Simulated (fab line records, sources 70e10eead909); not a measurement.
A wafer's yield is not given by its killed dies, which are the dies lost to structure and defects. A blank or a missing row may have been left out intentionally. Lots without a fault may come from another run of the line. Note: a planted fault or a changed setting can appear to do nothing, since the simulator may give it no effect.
fab line records	flow nandHarc
[record] lots = 12	wafers = 36	lastDay = 24
route steps=1159 shown P_GATE@151 END@1159
lots that met no fault: from a run of the same line without faults
startH: the number of hours between the record's first day and the start of the first shown wafer of the lot	waitH: time in hours since the lot's previous step	" same as the row above	L1.1+2: one row covering several wafers at once	- no value, or no start given	* or withheld: withheld	< > ~ a bound
route shown NAME@n: NAME is a module with steps in the file, n the number in the route of the first one	usual: average and standard deviation across the fault-free wafers	same: alike in all rows	chamber/n: place in a boat	sites: per-site readings	_std_site: standard deviation of those values	_edge_site: mean of outer sites minus mean of inner sites	radiusMm: how far each site lies from the wafer's centre	mask NAME#n: copy n	behind: the tool/chamber that last shaped the wafer	hold: reason for holding the lot/hours on hold/outcome of the hold	device: the n, p or np transistor that did not switch	end of line: the tests these same wafers got at the end of their route	step lacking rows: just its recipe	killed: the dies lost at the first sort to structure and to defects; this is not the yield of the wafer	map: a wafer's dies, marking killed ones x, the rest . and places with no die _
set.NAME: setting as actually run; set.NAME@STEP: the setting as run at that earlier step	model.NAME: the simulator's own value behind a step, which no gauge read
a sample of lots followed through the steps of the route, with each step as a table and each wafer as a row
services: from which hour (startH, from the record's first day; less than 0 if before it) a tool's chamber was out of use, for how many hours, and why
[[steps]]
[step NHARC_P_GATE_CD_MEAS_33]
[usual] cdNm = 120.4/2.7
lot.wafer	tool	chamber	startH	waitH	cdNm
L327.1	cdSem-02	-	95.38	-	120.7
L327.2	"	-	"	"	120.3
L327.4	"	-	"	"	121.6
L326.1	cdSem-03	-	96.40	-	124.6
L326.5	"	-	"	"	117.6
L326.6	"	-	"	"	123.1
L331.1	cdSem-01	-	117.37	-	119.9
L331.4	"	-	"	"	122.3
L331.5	"	-	"	"	122.6
L332.3	cdSem-03	-	126.78	-	118.6
L332.5	"	-	"	"	119.8
L332.6	"	-	"	"	119.0
L333.3	cdSem-01	-	141.60	-	125.8
L333.4	"	-	"	"	123.9
L333.6	"	-	"	"	121.7
L335.1	cdSem-01	-	142.32	-	119.8
L335.2	"	-	"	"	119.6
L335.5	"	-	"	"	120.0
L334.2	cdSem-02	-	142.67	-	120.6
L334.3	"	-	"	"	123.7
L334.6	"	-	"	"	122.7
L337.1	cdSem-02	-	166.08	0.1	116.6
L337.3	"	-	"	"	119.7
L337.4	"	-	"	"	116.3
L340.2	cdSem-02	-	184.68	-	123.2
L340.3	"	-	"	"	119.7
L340.6	"	-	"	"	118.5
L347.1	cdSem-02	-	211.97	-	125.5
L347.4	"	-	"	"	120.3
L347.6	"	-	"	"	122.9
L348.1	cdSem-01	-	227.69	-	119.2
L348.4	"	-	"	"	124.0
L348.6	"	-	"	"	122.2
L349.1	cdSem-03	-	228.23	-	119.8
L349.4	"	-	"	"	118.8
L349.6	"	-	"	"	120.7
[step NHARC_P_GATE_STRIP_101]
[recipe] timeS = 20	o2FlowSccm = 500	arFlowSccm = 0	biasW = 0	chemistry = O2
[usual] drypumpMotorCurrentA = 5.7/0.42	oesProductAu = 0.996/0.0093	rfVppV = 58.0/0.99	showerheadPlenumPTorr = 3.55/0.15	throttleValvePct = 17.037/0.0085
lot.wafer	tool	chamber	startH	waitH	drypumpMotorCurrentA	oesProductAu	rfHoursCounterH	rfVppV	showerheadPlenumPTorr	throttleValvePct
L327.4	rieDiel-01	2	105.49	0.1	5.6	1.001	41	58.2	3.52	17.042
L327.2	"	0	"	"	6.0	1.014	45	57.9	3.29	17.042
L327.1	"	1	"	"	5.6	0.999	46	58.9	3.57	17.040
L326.1	rieDiel-01	3	106.41	0.1	5.0	0.993	46	57.9	3.64	17.032
L326.6	"	0	"	"	6.0	0.994	-	56.9	3.29	17.036
L326.5	"	1	"	"	5.6	1.010	-	59.0	3.57	17.038
L331.1	rieDiel-01	2	127.38	0.1	5.6	1.004	47	57.5	3.52	17.046
L331.4	"	0	"	"	6.0	1.011	51	56.3	3.28	17.020
L331.5	"	1	"	"	5.6	0.999	-	58.6	3.57	17.037
L332.3	rieDiel-07	1	136.87	0.1	5.4	0.986	15	58.9	3.75	17.041
L332.6	"	1	"	"	5.4	0.992	-	59.2	3.75	17.035
L332.5	"	2	"	"	5.5	0.999	-	56.9	3.44	17.024
L333.3	rieDiel-08	2	151.76	0.1	5.7	1.006	8	57.7	3.30	17.043
L333.4	"	3	"	"	6.0	0.990	9	57.1	3.67	17.035
L333.6	"	1	"	"	5.2	1.006	-	57.7	3.48	17.048
L335.1	rieDiel-07	1	152.45	0.1	5.4	0.983	19	59.1	3.74	17.043
L335.2	"	3	"	"	6.8	0.992	16	58.5	3.71	17.029
L335.5	"	1	"	"	5.4	0.985	-	58.1	3.74	17.033
L334.3	rieDiel-07	2	152.74	0.1	5.5	1.003	18	57.1	3.44	17.027
L334.2	"	3	"	"	6.8	0.991	16	58.7	3.71	17.044
L334.6	"	0	"	"	5.7	0.976	-	57.2	3.36	17.041
L337.4	rieDiel-01	0	176.08	0.1	6.0	0.997	9	59.2	3.80	17.031
L337.3	"	1	"	"	5.6	1.006	11	57.4	3.56	17.040
L337.1	"	3	"	"	5.1	0.991	12	58.2	3.63	17.040
L340.3	rieDiel-01	1	194.74	0.1	5.7	1.006	17	58.3	3.56	17.048
L340.2	"	3	"	"	5.1	0.998	18	56.7	3.63	17.046
L340.6	"	1	"	"	5.6	1.010	-	57.2	3.56	17.043
L347.1	rieDiel-07	2	222.05	0.1	5.5	1.009	31	59.4	3.43	17.042
L347.4	"	0	"	"	5.7	0.982	32	58.2	3.35	17.038
L347.6	"	2	"	"	5.5	1.006	-	57.9	3.43	17.038
L348.4	rieDiel-08	3	237.76	0.1	6.0	0.986	43	58.0	3.65	17.033
L348.1	"	1	"	"	5.2	0.998	41	58.1	3.46	17.042
L348.6	"	3	"	"	6.0	0.988	-	55.9	3.65	17.027
L349.4	rieDiel-08	0	238.35	0.1	5.6	0.992	43	57.6	3.61	17.029
L349.1	"	2	"	"	5.6	1.009	38	58.4	3.28	17.040
L349.6	"	0	"	"	5.6	0.982	-	58.0	3.61	17.054
[step NHARC_P_GATE_STRIP_112]
[recipe] powerW = 1500	tempC = 110	timeS = 200	chemistry = N2/H2
[usual] drypumpMotorCurrentA = 5.5/0.42	heaterPowerW = 101/7.9	tempC = 109.97/0.13
lot.wafer	tool	chamber	startH	waitH	drypumpMotorCurrentA	heaterPowerW	rfHoursCounterH	tempC
L327.1	plasmaAsher-02	0	109.22	0.7	6.2	102	31	109.83
L327.2	"	1	"	"	5.2	109	31	109.95
L327.4	"	1	"	"	5.3	111	-	109.98
L326.1	plasmaAsher-02	1	110.21	0.6	5.2	108	32	110.16
L326.6	"	0	"	"	6.1	103	-	109.88
L326.5	"	1	"	"	5.2	110	-	110.15
L331.1	plasmaAsher-01	1	130.64	0.2	5.1	90	5	109.74
L331.4	"	1	"	"	5.1	88	-	110.17
L331.5	"	1	"	"	5.1	88	-	109.99
L332.3	plasmaAsher-02	1	140.23	0.3	5.2	112	-	109.86
L332.6	"	0	"	"	6.1	101	-	109.89
L332.5	"	1	"	"	5.2	109	-	109.86
L333.3	plasmaAsher-02	0	155.39	0.2	6.2	102	-	110.10
L333.4	"	1	"	"	5.2	108	-	109.85
L333.6	"	1	"	"	5.2	110	-	109.85
L335.2	plasmaAsher-01	1	155.65	0.2	5.1	90	13	109.79
L335.1	"	0	"	"	5.3	101	13	110.14
L335.5	"	0	"	"	5.3	103	-	110.14
L334.2	plasmaAsher-02	0	156.31	0.4	6.2	104	49	110.04
L334.3	"	1	"	"	5.2	111	-	109.95
L334.6	"	1	"	"	5.2	108	-	109.72
L337.1	plasmaAsher-01	1	179.28	0.2	5.1	91	22	109.85
L337.3	"	1	"	"	5.1	91	-	109.92
L337.4	"	0	"	"	5.4	99	-	110.20
L340.2	plasmaAsher-02	1	198.10	0.2	5.2	114	2	109.97
L340.3	"	1	"	"	5.2	115	-	110.12
L340.6	"	1	"	"	5.2	113	-	109.96
L347.1	plasmaAsher-02	0	225.30	0.2	6.1	96	11	110.19
L347.4	"	1	"	"	5.2	115	-	110.06
L347.6	"	1	"	"	5.3	111	-	110.01
L348.1	plasmaAsher-01	1	241.03	0.2	5.0	88	44	109.91
L348.4	"	1	"	"	5.1	92	-	109.93
L348.6	"	1	"	"	5.1	89	-	110.04
L349.1	plasmaAsher-02	1	241.57	0.2	5.2	112	17	109.89
L349.4	"	0	"	"	6.1	99	-	109.79
L349.6	"	1	"	"	5.2	114	-	110.22
[step NHARC_P_GATE_EXPOSE_88]
[recipe] na = 0.6	targetCdNm = 2000	doseMj = 11.87	maskId = P_HVN
lot.wafer	tool	chamber	startH	waitH	mask
L327.1+2+4	krfScanner-02	0	110.24	-	P_HVN#0
L326.1+5+6	krfScanner-02	0	111.19	-	P_HVN#0
L331.1+4+5	krfScanner-03	0	131.65	-	P_HVN#0
L332.3+5+6	krfScanner-03	0	141.01	-	P_HVN#0
L333.3+4+6	krfScanner-03	0	156.21	-	P_HVN#0
L335.1+2+5	krfScanner-04	0	156.67	-	P_HVN#0
L334.2+3+6	krfScanner-03	0	157.31	-	P_HVN#0
L337.1+3+4	krfScanner-04	0	180.30	-	P_HVN_R1#0
L340.2+3+6	krfScanner-03	0	199.16	-	P_HVN#0
L347.1+4+6	krfScanner-02	0	226.28	-	P_HVN#0
L348.1+4+6	krfScanner-04	0	242.01	-	P_HVN#0
L349.1+4+6	krfScanner-04	0	242.47	-	P_HVN#0
[step NHARC_P_GATE_CD_MEAS_91]
[recipe] targetCdNm = 2000	landingEnergyEv = 500
[usual] cdNm = 2000.5/1.4
lot.wafer	tool	chamber	startH	waitH	cdNm
L327.1	cdSem-03	0	110.40	-	2001.2
L327.2	"	0	"	"	1999.1
L327.4	"	0	"	"	2000.6
L326.1	cdSem-01	0	111.34	-	2001.6
L326.5	"	0	"	"	2002.9
L326.6	"	0	"	"	2000.9
L331.1	cdSem-01	0	131.82	-	2001.3
L331.4	"	0	"	"	1999.7
L331.5	"	0	"	"	2001.1
L332.3	cdSem-02	0	141.16	-	2000.2
L332.5	"	0	"	"	2002.3
L332.6	"	0	"	"	2001.5
L333.3	cdSem-02	0	156.36	-	2001.3
L333.4	"	0	"	"	2000.2
L333.6	"	0	"	"	1999.4
L335.1	cdSem-03	0	156.83	-	2000.4
L335.2	"	0	"	"	1999.8
L335.5	"	0	"	"	2002.4
L334.2	cdSem-02	0	157.47	-	2000.6
L334.3	"	0	"	"	2001.9
L334.6	"	0	"	"	1999.5
L337.1	cdSem-01	0	180.46	-	1975.5
L337.3	"	0	"	"	1975.2
L337.4	"	0	"	"	1974.5
L340.2	cdSem-03	0	199.31	-	2001.2
L340.3	"	0	"	"	1998.9
L340.6	"	0	"	"	1999.0
L347.1	cdSem-02	0	226.44	-	2001.7
L347.4	"	0	"	"	1999.6
L347.6	"	0	"	"	1998.2
L348.1	cdSem-01	0	242.18	-	1998.6
L348.4	"	0	"	"	1999.2
L348.6	"	0	"	"	1997.7
L349.1	cdSem-03	0	242.63	-	2002.0
L349.4	"	0	"	"	2003.4
L349.6	"	0	"	"	2002.3
[step NHARC_END_SORT_01]
[recipe] tempC = 25
[usual] killedAtArray = 28/11	killedAtOther = 0.6/0.85	killedAtPeriphery = 2.8/2.3	killedDies = 31/11	killedOpen = 3.1/1.6	killedShort = 2.0/1.4
[same] grossDies = 677
lot.wafer	tool	chamber	startH	waitH	killedAtArray	killedAtOther	killedAtPeriphery	killedDies	killedOpen	killedShort
L333.3	prober-01	0	475.81	3.1	27	1	2	30	6	1
L333.4	prober-01	0	476.61	3.4	16	1	2	19	1	7
L333.6	prober-01	0	478.22	4.0	21	1	0	22	4	3
L335.1	prober-02	0	490.47	2.5	14	0	5	19	9	3
L335.2	prober-02	0	491.25	2.8	16	2	5	23	7	4
L335.5	prober-02	0	493.61	3.6	15	0	5	20	3	3
L337.1	prober-02	0	515.55	2.5	24	0	3	27	1	2
L337.3	prober-02	0	517.13	3.1	43	0	1	44	4	6
L337.4	prober-02	0	517.92	3.4	33	0	1	34	3	2
L347.1	prober-01	0	580.69	2.5	50	0	4	54	3	1
L347.4	prober-01	0	583.09	3.4	50	1	3	54	3	3
L347.6	prober-01	0	584.70	4.0	49	1	0	50	1	1
// killed by level:class
L333.3 A_STAIRCASE:chamberFilmFlake=9 A_CHANNEL_HOLE_D1:chamberFilmFlake=5 A_CONTACT:chamberFilmFlake=5 A_SLIT:chamberFilmFlake=3 P_GATE:geometricParticle:open=1 P_M0:geometricParticle:short=1 A_ONON_D1:geometricParticle:open=1 A_WL_FILL:geometricParticle:open=1
L333.4 A_STAIRCASE:chamberFilmFlake=6 A_CHANNEL_FILL_D1:geometricParticle:short=2 A_CONTACT:chamberFilmFlake=2 P_STI:geometricParticle:short=1 P_M0:geometricParticle:short=1 A_ONON_D1:geometricParticle:short=1 A_SGD_CUT:geometricParticle:short=1 A_SGD_CUT:geometricParticle:open=1
L333.6 A_STAIRCASE:chamberFilmFlake=6 A_CHANNEL_HOLE_D1:chamberFilmFlake=4 A_CONTACT:chamberFilmFlake=4 A_ONON_D1:geometricParticle:short=2 A_CHANNEL_HOLE_D1:geometricParticle:open=1 A_CHANNEL_FILL_D1:geometricParticle:open=1 A_CHANNEL_FILL_D1:geometricParticle:short=1 A_SGD_CUT:geometricParticle:open=1
L335.1 A_STAIRCASE:chamberFilmFlake=3 P_M2:geometricParticle:open=2 A_CONTACT:geometricParticle:open=2 A_ZERO_WELL:chamberFilmFlake=2 P_M0:geometricParticle:short=1 P_M0:geometricParticle:open=1 P_M1:geometricParticle:open=1 A_ONON_D1:geometricParticle:short=1
L335.2 P_GATE:chamberFilmFlake=3 THIN_TSV:chamberFilmFlake=2 A_CONTACT:geometricParticle:open=2 A_BLC:geometricParticle:open=2 A_ZERO_WELL:chamberFilmFlake=2 A_CHANNEL_FILL_D1:chamberFilmFlake=2 P_GATE:geometricParticle:short=1 P_CONTACT:geometricParticle:open=1
L335.5 A_CHANNEL_HOLE_D1:chamberFilmFlake=4 A_STAIRCASE:chamberFilmFlake=3 A_CONTACT:chamberFilmFlake=3 P_CONTACT:geometricParticle:open=1 P_M2:geometricParticle:open=1 A_ONON_D1:geometricParticle:open=1 A_ONON_D1:geometricParticle:short=1 A_CHANNEL_HOLE_D1:geometricParticle:short=1
L337.1 A_SLIT:chamberFilmFlake=8 A_STAIRCASE:chamberFilmFlake=7 A_CONTACT:chamberFilmFlake=3 A_CHANNEL_HOLE_D1:chamberFilmFlake=2 A_M1:chamberFilmFlake=2 P_CONTACT:geometricParticle:open=1 A_WL_FILL:geometricParticle:short=1 A_M0:geometricParticle:short=1
L337.3 A_SLIT:chamberFilmFlake=17 A_STAIRCASE:chamberFilmFlake=7 A_CHANNEL_HOLE_D1:chamberFilmFlake=5 A_CONTACT:chamberFilmFlake=3 A_CHANNEL_FILL_D1:geometricParticle:open=2 A_CHANNEL_FILL_D1:geometricParticle:short=2 A_ONON_D1:geometricParticle:short=1 A_SGD_CUT:geometricParticle:open=1
L337.4 A_SLIT:chamberFilmFlake=13 A_STAIRCASE:chamberFilmFlake=8 A_CHANNEL_HOLE_D1:chamberFilmFlake=5 A_CHANNEL_FILL_D1:geometricParticle:short=2 A_CONTACT:chamberFilmFlake=2 A_ONON_D1:geometricParticle:open=1 A_CONTACT:geometricParticle:open=1 A_BLC:geometricParticle:open=1
L347.1 A_CHANNEL_HOLE_D1:chamberFilmFlake=21 A_SLIT:chamberFilmFlake=20 A_CONTACT:chamberFilmFlake=5 P_M0:geometricParticle:open=2 A_SGD_CUT:chamberFilmFlake=2 P_M0:geometricParticle:short=1 A_SGD_CUT:geometricParticle:open=1 P_STI:chamberFilmFlake=1
L347.4 A_CHANNEL_HOLE_D1:chamberFilmFlake=20 A_SLIT:chamberFilmFlake=15 A_SGD_CUT:chamberFilmFlake=3 A_CONTACT:chamberFilmFlake=3 A_CHANNEL_FILL_D1:geometricParticle:short=2 A_STAIRCASE:chamberFilmFlake=2 A_BONDPAD:chamberFilmFlake=2 P_CONTACT:geometricParticle:open=1
L347.6 A_CHANNEL_HOLE_D1:chamberFilmFlake=25 A_SLIT:chamberFilmFlake=14 A_SGD_CUT:chamberFilmFlake=3 A_BONDPAD:chamberFilmFlake=2 A_M0:geometricParticle:short=1 A_M1:geometricParticle:open=1 A_CHANNEL_FILL_D1:chamberFilmFlake=1 A_STAIRCASE:chamberFilmFlake=1
[[services]]
tool	chamber	startH	hours	kind
plasmaAsher-02	-	85.31	1.9	repair
krfScanner-03	0	90.78	-	calibration
plasmaAsher-01	-	106.08	9.0	pm
rieDiel-08	2	107.24	12.5	repair
krfScanner-03	-	114.88	1.5	repair
rieDiel-07	3	123.18	6.4	repair
rieDiel-08	-	124.80	9.0	pm
krfScanner-04	-	125.93	16.3	repair
rieDiel-01	2	129.59	5.5	repair
rieDiel-01	-	138.37	9.0	pm
rieDiel-01	0	161.94	4.9	repair
rieDiel-08	2	164.66	7.4	repair
krfScanner-03	-	168.00	4.0	pm
plasmaAsher-02	-	183.27	9.0	pm
plasmaAsher-02	0	183.27	9.0	ventCycle
plasmaAsher-02	1	183.27	9.0	ventCycle
plasmaAsher-02	0	192.27	-	clean
plasmaAsher-02	1	192.27	-	clean
rieDiel-01	-	205.01	0.6	repair
krfScanner-02	-	210.00	4.0	pm
rieDiel-01	3	213.66	4.4	repair
rieDiel-07	-	228.20	9.0	pm
rieDiel-01	3	240.27	4.8	repair
rieDiel-01	2	241.03	3.9	repair
[[key]]
[firstSign] step = NHARC_P_GATE_EXPOSE_88	reading = mask	direction = changed
[effect] step = NHARC_P_GATE_CD_MEAS_91	reading = cdNm	direction = down	sigmas = 18	usual = 2000.5	struck = 1975.1
metAt NHARC_P_GATE_EXPOSE_88
struckLots L337
testerLeftOut L337
notActingAt NHARC_P_GATE_CD_MEAS_33,NHARC_P_GATE_STRIP_101,NHARC_P_GATE_STRIP_112
onsetBetween 156.67 180.30
[fault] kind = wrongMask	tool = any	chamber = -	onsetH = 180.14	steps = NHARC_P_GATE_EXPOSE_88	auxCopy = P_HVN_R1#0	cdOffsetNm = -26.243	scope = struckLotsOnly
// testerLeftOut: of these lots the tester's yield and bins aren't shown, on N5 and GAA mostly nor the transistor test; their killed dies are dies lost to structure and defects alone, not to doping, threshold or leakage, so they don't give the yield
